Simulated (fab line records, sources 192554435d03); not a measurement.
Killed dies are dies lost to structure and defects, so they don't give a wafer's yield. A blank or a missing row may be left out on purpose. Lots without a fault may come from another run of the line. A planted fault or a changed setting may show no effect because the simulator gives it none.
fab line records | flow n5_finfet
record lots=4 wafers=12 last_day=19
route steps=1938 shown BEOL_M9@1464 BEOL_M10@1470 PASSIVATION@1936
lots that met no fault: from a run of the same line without faults
start_h: hours from the record's first day to the start of the lot's first wafer shown | wait_h: hours since the lot's step before | " the same as in the row above | L1.1+2: a row that stands for several wafers | - no value, or no start given | * or withheld: withheld | < > ~ a bound
route shown NAME@n: a module of which the file shows steps, and the number in the route of the first | usual: mean/standard deviation of fault-free wafers | same: alike in all rows | chamber/n: place in a boat | sites: the reading at each site | _std_site: their standard deviation | _edge_site: outer sites' mean less inner sites' | radius_mm: how far each site lies from the wafer's centre | mask NAME#n: copy n | behind: the tool/chamber that last shaped the wafer | hold: why the lot was held/for how many hours/how that ended | device: the transistor (n, p or np) that didn't switch | end of line: the same wafers' tests at the end of the route | a step without rows: its recipe alone | killed: dies lost to structure and defects at the first sort, not the wafer's yield | map: a wafer's dies, x killed, . not, _ none there
set.NAME: the setting as run; set.NAME@STEP: as run at that earlier step | model.NAME: the simulator's own value behind a step, which no gauge read
lots at some steps of the route; a table a step, a row a wafer
services: from which hour (start_h, from the record's first day; less than 0 if before it) a tool's chamber was out of use, for how many hours, and why
## steps
# step N5_BEOL_M9_CMP_52
# recipe stop_on=SiCOH_lowk t_overpolish_s=7 down_force_psi=1 platen_rpm=50 clearing_platen_down_force_psi=1.5 clearing_platen_rpm=50 post_cmp_clean=cu_alkaline target_thk_nm=140 clearing_platen_pad_velocity_m_s=0.99484 pad_velocity_m_s=0.99484
# step N5_BEOL_M9_PRE_CLEAN_55
# recipe gas=NH3 time_s=15 temp_c=withheld rf_power_w=300
# step N5_BEOL_M9_DEP_56
# recipe material=SiCN target_thk_a=150 temp_c=withheld precursor=3MS/NH3 pressure_torr=3 rf_w=202 time_s=26.5
# step N5_BEOL_M10_ILD_DEP_00
# recipe material=SiCOH_lowk target_thk_a=3085.1 temp_c=300 precursor=DEMS/porogen pressure_torr=5 rf_w=500 time_s=58
# step N5_BEOL_M10_CURE_71
# recipe temp_c=385 time_s=240 ambient=He/Ar material=SiCOH_lowk
# step N5_BEOL_M10_PECVD_70
# recipe material=SiO2 target_thk_a=200 temp_c=400 precursor=TEOS/O2 pressure_torr=5.5 rf_w=450 teos_flow_sccm=53.8 gas=O2 flow_sccm=3000 time_s=22.7
# step N5_BEOL_M10_HM_DEP_02
# recipe material=TiN target_thk_a=200 temp_c=25 chamber_pressure_pa=0.49996
# step N5_BEOL_M10_COAT_59
# recipe resist=SOC temp_c=250 time_s=60 spin_rpm=1500 resist_thk_nm=100
# step N5_BEOL_M10_COAT_60
# recipe resist=SiARC temp_c=220 time_s=60 spin_rpm=1500 resist_thk_nm=30
# usual chill_plate_temp_C=23.00/0.095 spin_speed_rpm=1500.0/1
# columns lot.wafer tool chamber start_h wait_h chill_plate_temp_C spin_speed_rpm model.SiARC_of_BEOL_M10_COAT_60.thk_nm
L714.2 litho_track-05 0 299.62 - 23.19 1499.1 30
L714.3 " 0 " " 23.08 1499.1 30
L714.5 " 0 " " 23.08 1497.6 30
L716.2 litho_track-03 0 319.26 - 23.12 1499.5 30
L716.5 " 0 " " 22.91 1499.8 30
L716.6 " 0 " " 23.06 1500.1 30
L728.2 litho_track-05 0 395.06 - 23.00 1835.7 27
L728.3 " 0 " " 23.01 1834.5 27
L728.5 " 0 " " 23.06 1836.7 27
L729.3 litho_track-05 0 400.20 - 22.90 1837.1 27
L729.4 " 0 " " 23.07 1835.6 27.2
L729.6 " 0 " " 23.11 1835.8 27.2
# step N5_BEOL_M10_COAT_05
# recipe resist=CAR-ArF spin_rpm=1500 resist_thk_nm=90
# step N5_BEOL_M10_EBR_07
# recipe solvent=PGMEA ebr_width_mm=1.5
# step N5_BEOL_M10_SOFTBAKE_06
# recipe temp_c=110 time_s=60 resist=CAR-ArF
# step N5_BEOL_M10_EXPOSE_08
# recipe mask_id=M10 na=1.35 source_shape=dipole sigma_inner=0.411 sigma_outer=0.611 polarization=te dose_mj=53.75
# step N5_BEOL_M10_PEB_09
# recipe peb_temp_c=withheld peb_time_s=60 resist=CAR-ArF
# step N5_BEOL_M10_DEVELOP_10
# recipe develop_time_s=30 developer=TMAH resist=CAR-ArF rinse_liquid=diw dry=air_spin dev_temp_c=23
# step N5_BEOL_M10_DESCUM_16
# recipe chemistry=O2 time_s=7.9 source_power_w=50 bias_power_w=20 pressure_mtorr=20 rf_frequency_hz=2.712e+07 temp_c=40 resist=CAR-ArF o2_flow_sccm=225
# step N5_BEOL_M10_ETCH_61
# recipe chemistry=CF4 target=SiARC target_depth_a=390 mask_material=CAR-ArF time_s=65 ion_energy_ev=80 pressure_mtorr=40 source_w=545 bias_w=36 Ar_flow_sccm=100 cf4_flow_sccm=100 ends=cleared
# usual drypump_motor_current_A=5.9/0.48 etch_rf_on_time_s=65.9/1.1 oes_product_au=0.69/0.077 rf_vpp_V=184.2/1.3 showerhead_plenum_p_Torr=2.15/0.083 throttle_valve_pct=15.5/0.36
# columns lot.wafer tool chamber start_h wait_h drypump_motor_current_A etch_rf_on_time_s oes_product_au rf_hours_counter_h rf_vpp_V showerhead_plenum_p_Torr throttle_valve_pct model.etch.depth_nm model.CAR-ArF_of_BEOL_M10_COAT_05.thk_nm
L714.2 rie_diel-04 1 300.49 0.0 6.4 66.2 0.72 55 184.1 2.17 15.3 29.96 55.8
L714.3 " 3 " " 5.2 65.3 0.77 20 184.4 2.26 15.1 29.97 55.6
L714.5 " 3 " " 5.2 65.7 0.76 - 185.8 2.26 15.1 29.95 55.8
L716.2 rie_diel-04 3 319.75 0.0 5.2 67.1 0.74 27 186.5 2.26 15.1 30.1 55.6
L716.5 " 1 " " 6.4 67.5 0.69 - 184.6 2.16 15.3 30.08 55.6
L716.6 " 2 " " 5.6 66.8 0.58 - 182.1 2.04 16.0 30.01 55.6
L728.2 rie_diel-04 2 395.55 0.0 5.6 58.6 0.80 11 184.9 2.28 15.6 27.02 58.2
L728.3 " 0 " " 6.0 59.3 0.59 217 184.3 2.12 16.1 27.05 58.2
L728.5 " 1 " " 6.4 60.2 0.68 - 184.4 2.15 15.3 27.07 58.2
L729.3 rie_diel-04 0 400.98 0.0 6.0 59.8 0.59 219 184.1 2.12 16.1 27.1 58.4
L729.4 " 2 " " 5.6 58.5 0.80 12 184.9 2.28 15.6 27.13 58.6
L729.6 " 1 " " 6.4 60.6 0.67 - 184.9 2.15 15.3 27.13 58.4
# step N5_BEOL_M10_ETCH_62
# recipe chemistry=N2/H2 target=SOC target_depth_a=1100 overetch_a=220 mask_material=SiARC temp_c=40 time_s=165 ion_energy_ev=200 pressure_mtorr=30 source_w=840 bias_w=150 n2_flow_sccm=200 h2_flow_sccm=200
# usual drypump_motor_current_A=5.9/0.48 oes_product_au=0.69/0.074 rf_vpp_V=524.3/2.9 showerhead_plenum_p_Torr=2.56/0.11 throttle_valve_pct=17.8/0.36
# columns lot.wafer tool chamber start_h wait_h drypump_motor_current_A oes_product_au rf_hours_counter_h rf_vpp_V showerhead_plenum_p_Torr throttle_valve_pct model.SiARC_of_BEOL_M10_COAT_60.thk_nm
L714.2 rie_diel-04 1 300.54 0.0 6.4 0.72 55 525.1 2.59 17.6 23.4
L714.3 " 3 " " 5.2 0.76 20 527.7 2.70 17.3 23.4
L714.5 " 3 " " 5.2 0.76 - 527.4 2.70 17.3 23.2
L716.2 rie_diel-04 3 319.80 0.0 5.2 0.75 27 528.1 2.69 17.3 23.6
L716.5 " 1 " " 6.4 0.70 - 524.8 2.59 17.6 23.8
L716.6 " 2 " " 5.6 0.59 - 518.4 2.40 18.2 23.4
L728.2 rie_diel-04 2 395.60 0.0 5.6 0.80 11 528.4 2.71 17.8 20.2
L728.3 " 0 " " 6.0 0.59 218 522.5 2.52 18.4 20.8
L728.5 " 1 " " 6.4 0.68 - 525.2 2.57 17.7 20.6
L729.3 rie_diel-04 0 401.03 0.0 6.0 0.59 219 522.7 2.51 18.4 20.8
L729.4 " 2 " " 5.6 0.79 12 530.7 2.71 17.8 20.4
L729.6 " 1 " " 6.4 0.68 - 525.5 2.57 17.7 20.8
# step N5_BEOL_M10_STRIP_68
# recipe chemistry=N2/H2 temp_c=40 n2_flow_sccm=200 h2_flow_sccm=200 rf_frequency_hz=6e+07
# step N5_PASSIVATION_PROBE_49
# usual defect_limited_yield=91.5/1.4 killed_at_M0_to_M3=34/11 killed_at_M4_up=15/6 killed_at_contacts=11/5.9 killed_at_front_end=37/11 killed_at_other=3.6/2.9 killed_dies=101/17 killed_open=66/12 killed_short=33/7.8 sort_bin_5_function=5.0/0.97 sort_bin_6_memory=3.2/0.65 sort_bin_8_speed=0.02/0.2 sort_n_pass=1079/17 sort_yield_pct=91.4/1.4
# same gross_dies=1180 killed_at_back_side=0 sort_bin_4_leakage[%]=0
# columns lot.wafer tool chamber start_h wait_h defect_limited_yield[%] killed_at_M0_to_M3 killed_at_M4_up killed_at_contacts killed_at_front_end killed_at_other killed_dies killed_open killed_short sort_bin_5_function[%] sort_bin_6_memory[%] sort_bin_8_speed[%] sort_n_pass sort_yield_pct[%]
L716.2 prober-02 - 376.14 0.1 89.9 37 15 23 42 2 119 76 42 6.4 3.1 0 1061 89.9
L716.5 prober-02 - 376.29 0.2 92.4 30 12 25 22 1 90 63 26 4.6 2.9 0 1090 92.4
L716.6 prober-02 - 376.34 0.3 93.1 19 11 24 23 4 81 57 23 3.8 2.9 0 1099 93.1
# killed by level:class
L716.2 STI_FIN_REVEAL:geometric_particle:open=14 MOL_CONTACT_COAG:geometric_particle:open=13 BEOL_M2:geometric_particle:open=11 MOL_CONTACT_COAG:geometric_particle:short=9 GATE_CUT:geometric_particle:short=7 BEOL_M4:geometric_particle:open=7 BEOL_M1:geometric_particle:short=7 BEOL_M0_SAQP:geometric_particle:short=6
L716.5 MOL_CONTACT_COAG:geometric_particle:open=24 BEOL_M2:geometric_particle:open=10 BEOL_M1:geometric_particle:short=5 BEOL_M1:geometric_particle:open=5 BEOL_M4:geometric_particle:open=5 STARTING-WAFER:geometric_particle:short=4 STI_FIN_REVEAL:geometric_particle:short=3 STI_FIN_REVEAL:geometric_particle:open=3
L716.6 MOL_CONTACT_COAG:geometric_particle:open=22 GATE_CUT:geometric_particle:short=8 BEOL_M4:geometric_particle:open=6 BEOL_M2:geometric_particle:open=4 BEOL_M3:geometric_particle:open=4 BEOL_M0_SAQP:geometric_particle:short=3 BEOL_M1:geometric_particle:open=3 FIN_SAQP:geometric_particle:short=2
## services
# columns tool chamber start_h hours kind
rie_diel-04 2 296.24 7.2 repair
rie_diel-04 2 349.27 - clean
rie_diel-04 2 349.27 - consumable_replace:focus_ring
rie_diel-04 2 349.27 - consumable_replace:showerhead
rie_diel-04 2 349.27 16.0 scheduled_down
rie_diel-04 2 349.27 16.0 vent_cycle
rie_diel-04 0 357.66 5.9 repair
litho_track-03 - 373.28 - consumable_replace:filter
litho_track-03 - 385.02 - consumable_replace:filter
## key
first_sign step=N5_BEOL_M10_COAT_60 reading=spin_speed_rpm direction=up sigmas=99+ usual=* struck=*
effect step=N5_BEOL_M10_ETCH_61 reading=etch_rf_on_time_s direction=down sigmas=6 usual=* struck=*
model_effect step=N5_BEOL_M10_COAT_60 value=SiARC_of_BEOL_M10_COAT_60.thk_nm without=29.97 struck=27.07
model_effect step=N5_BEOL_M10_ETCH_61 value=etch.depth_nm without=29.96 struck=27.08
model_effect step=N5_BEOL_M10_ETCH_62 value=SiARC_of_BEOL_M10_COAT_60.thk_nm without=23.47 struck=20.6
met_at N5_BEOL_M10_COAT_60
struck_wafers L728.2,L728.3,L728.5,L729.3,L729.4,L729.6
onset_between 299.62 395.06
fault kind=process_parameter_drift tool=litho_track-05 chamber=- onset_h=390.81 steps=N5_BEOL_M10_COAT_60 channel=spin_rpm offset=* shape=step end_h=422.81 acts_in=* stated=*
